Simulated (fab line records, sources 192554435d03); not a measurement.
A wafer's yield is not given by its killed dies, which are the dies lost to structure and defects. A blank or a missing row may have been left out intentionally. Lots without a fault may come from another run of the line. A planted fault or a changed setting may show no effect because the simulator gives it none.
Which tool is to blame? || flow n5-finfet || 11 lots, 32 wafers sampled, at 3 steps of a route of 1938

== WHAT THE GAUGES READ, wafer by wafer ==
N5_BEOL_M13_THK_MEAS_50: measures by xrf.
{"lot": "L460", "measured": "day 11 06:37", "on": "film-metro-02", "M13_THK (nm)": "432 430 418"}
{"lot": "L461", "measured": "day 11 07:29", "on": "film-metro-02", "M13_THK (nm)": "432 430 426"}
{"lot": "L462", "measured": "day 11 10:09", "on": "film-metro-02", "M13_THK (nm)": "432 439 436"}
{"lot": "L464", "measured": "day 11 22:58", "on": "film-metro-01", "M13_THK (nm)": "410 417 412"}
{"lot": "L467", "measured": "day 12 12:43", "on": "film-metro-01", "M13_THK (nm)": "430 406 424"}
{"lot": "L472", "measured": "day 13 19:16", "on": "film-metro-02", "M13_THK (nm)": "413 421"}
{"lot": "L474", "measured": "day 14 01:10", "on": "film-metro-01", "M13_THK (nm)": "416 417 417"}
{"lot": "L475", "measured": "day 14 08:55", "on": "film-metro-02", "M13_THK (nm)": "432 420 442"}
{"lot": "L478", "measured": "day 16 06:52", "on": "film-metro-02", "M13_THK (nm)": "434 420 417"}
{"lot": "L483", "measured": "day 16 19:02", "on": "film-metro-01", "M13_THK (nm)": "430 423 414"}
{"lot": "L482", "measured": "day 17 20:02", "on": "film-metro-02", "M13_THK (nm)": "415 421 409"}

== EACH LOT AND THE TOOL THAT RAN IT (in order: tool; ch and the chambers of the sampled wafers; start) ==
{"lot": "L460", "N5_BEOL_M13_ETCH_38": "rie-diel-04 ch 0,3, day 11 02:53", "N5_BEOL_M13_SPUTTER_45": "pvd-sputter-01, day 11 05:44"}
{"lot": "L461", "N5_BEOL_M13_ETCH_38": "rie-diel-06 ch 1,2, day 11 06:02", "N5_BEOL_M13_SPUTTER_45": "pvd-sputter-01, day 11 06:37"}
{"lot": "L462", "N5_BEOL_M13_ETCH_38": "rie-diel-02 ch 0,1,3, day 11 08:05", "N5_BEOL_M13_SPUTTER_45": "pvd-sputter-03, day 11 09:17"}
{"lot": "L464", "N5_BEOL_M13_ETCH_38": "rie-diel-04 ch 0,1,3, day 11 21:14", "N5_BEOL_M13_SPUTTER_45": "pvd-sputter-03, day 11 22:05"}
{"lot": "L467", "N5_BEOL_M13_ETCH_38": "rie-diel-02 ch 0,1,3, day 12 09:23", "N5_BEOL_M13_SPUTTER_45": "pvd-sputter-02, day 12 09:52"}
{"lot": "L472", "N5_BEOL_M13_ETCH_38": "rie-diel-04 ch 1, day 13 17:37", "N5_BEOL_M13_SPUTTER_45": "pvd-sputter-01, day 13 18:23"}
{"lot": "L474", "N5_BEOL_M13_ETCH_38": "rie-diel-06 ch 0,1,2, day 13 23:46", "N5_BEOL_M13_SPUTTER_45": "pvd-sputter-02, day 14 00:18"}
{"lot": "L475", "N5_BEOL_M13_ETCH_38": "rie-diel-02 ch 0,1,2, day 14 07:05", "N5_BEOL_M13_SPUTTER_45": "pvd-sputter-02, day 14 07:41"}
{"lot": "L478", "N5_BEOL_M13_ETCH_38": "rie-diel-02 ch 0,1,3, day 16 05:17", "N5_BEOL_M13_SPUTTER_45": "pvd-sputter-02, day 16 05:59"}
{"lot": "L483", "N5_BEOL_M13_ETCH_38": "rie-diel-06 ch 1,2, day 16 17:17", "N5_BEOL_M13_SPUTTER_45": "pvd-sputter-03, day 16 18:10"}
{"lot": "L482", "N5_BEOL_M13_ETCH_38": "rie-diel-04 ch 0,1,3, day 17 18:35", "N5_BEOL_M13_SPUTTER_45": "pvd-sputter-02, day 17 19:04"}
- N5_BEOL_M13_ETCH_38: etches SiCN in CF4/N2, target depth 67.5 nm, time 71.9 s.
- N5_BEOL_M13_SPUTTER_45: material Cu, target thk 80 nm, time 13.33 s.

== THE ANSWER, worked out from the rows above alone ==
Rule: what is usual is taken from the lots themselves. Put in order of their means at a reading, lots are off if they are a third of the lots or fewer, leave a main group of 4 or more, and stand apart from it by a gap of 3 or more times the standard deviation of the main group's means; of several such gaps the widest counts. A main group is skipped when, at the precision printed for the reading in the tables above, its means are all equal. A lot without any number at a reading at which 4 lots or more have one is off too. Any other lot the step has rows for is counted as sound.
None of the lots is off at any reading shown; this tells nothing.

== WHAT WAS PUT IN BY THE SIMULATOR ==
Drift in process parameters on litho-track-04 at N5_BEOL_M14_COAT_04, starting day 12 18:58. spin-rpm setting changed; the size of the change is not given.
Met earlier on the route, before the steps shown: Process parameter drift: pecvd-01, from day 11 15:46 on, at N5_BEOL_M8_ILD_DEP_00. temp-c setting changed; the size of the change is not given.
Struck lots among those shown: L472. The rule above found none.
